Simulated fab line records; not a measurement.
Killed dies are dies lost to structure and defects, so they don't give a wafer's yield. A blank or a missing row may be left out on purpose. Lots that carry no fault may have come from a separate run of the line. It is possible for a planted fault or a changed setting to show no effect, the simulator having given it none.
Chamber matching	flow n5-finfet	N5_BEOL_M4_ETCHBACK_99 on rie-diel-02 has 4 sister chambers
The step etches SiO2 in CHF3, target depth 5 nm, time 10.4 s. 4 wafers are shown with their chamber, then 8 later ones without.

WAFERS WITH THEIR CHAMBER
wafer	chamber	drypump-motor-current-A (A)
L086.4	2	5.5
L090.2	3	5.6
L090.6	1	6.6
L091.1	0	5.6

WAFERS WITHOUT THEIR CHAMBER
wafer	drypump-motor-current-A (A)
L091.2	5.5
L091.4	5.6
L094.3	6.6
L094.5	5.5
L094.6	5.5
L097.2	5.5
L097.4	6.7
L097.6	5.5

THE CHAMBER EACH PASSED THROUGH
wafer	from the rows above	in truth
L091.2	2	2
L091.4	can't be placed: 0 or 3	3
L094.3	1	1
L094.5	2	2
L094.6	2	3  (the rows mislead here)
L097.2	2	2
L097.4	1	1
L097.6	2	2
6 of 8 placed correctly. From these rows, 1 cannot be placed; in 1 the true chamber is one of the candidates. Wrongly placed: 1.
How it was worked out, from the rows above alone: a wafer's distance from a chamber is the root of the sum, over the readings, of the square of ((its reading less the chamber's mean) divided by the reading's scatter). If the next closest chamber is less than 2 further off than the closest, the wafer can't be placed; otherwise it belongs to the closest. Each chamber's mean is taken over the wafers shown for it. The scatter: with one shown wafer a chamber, the root of the mean of the squares of how far each hidden wafer lies from its nearest shown one.
